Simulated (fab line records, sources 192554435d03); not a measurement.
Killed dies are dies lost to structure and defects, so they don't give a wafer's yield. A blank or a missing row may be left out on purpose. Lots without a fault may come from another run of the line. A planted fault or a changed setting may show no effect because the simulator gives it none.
Chamber matching | flow n5_finfet | N5_BEOL_M4_STRIP_36 on rie_diel-01: 4 sister chambers
The step strips in N2/H2. 4 wafers are shown with their chamber, then 11 later ones without.

WAFERS WITH THEIR CHAMBER
wafer  | chamber | showerhead_plenum_p_Torr (Torr)
L084.1 | 1       | 2.48
L084.4 | 2       | 2.61
L085.6 | 3       | 2.30
L089.2 | 0       | 2.41

WAFERS WITHOUT THEIR CHAMBER
wafer  | showerhead_plenum_p_Torr (Torr)
L089.3 | 2.30
L089.5 | 2.30
L091.2 | 2.41
L091.5 | 2.47
L091.6 | 2.41
L092.1 | 2.41
L092.2 | 2.47
L092.4 | 2.41
L095.2 | 2.29
L095.5 | 2.47
L095.6 | 2.29

WHICH CHAMBER EACH WENT THROUGH
wafer  | from the rows above | in truth
L089.3 | 3                   | 3
L089.5 | 3                   | 3
L091.2 | 0                   | 0
L091.5 | 1                   | 1
L091.6 | 0                   | 0
L092.1 | 0                   | 0
L092.2 | 1                   | 1
L092.4 | 0                   | 0
L095.2 | 3                   | 3
L095.5 | 1                   | 1
L095.6 | 3                   | 3
Placed correctly: 11 of 11. Can't be placed from these rows: 0. Placed wrongly: 0.
How it was worked out, from the rows above alone: a wafer's distance from a chamber is the root of the sum, over the readings, of the square of ((its reading less the chamber's mean) divided by the reading's scatter). The wafer belongs to the nearest chamber; if the next one is less than 2 further off, it can't be placed. A chamber's mean is the mean of its shown wafers. The scatter: with one shown wafer a chamber, the root of the mean of the squares of how far each hidden wafer lies from its nearest shown one.
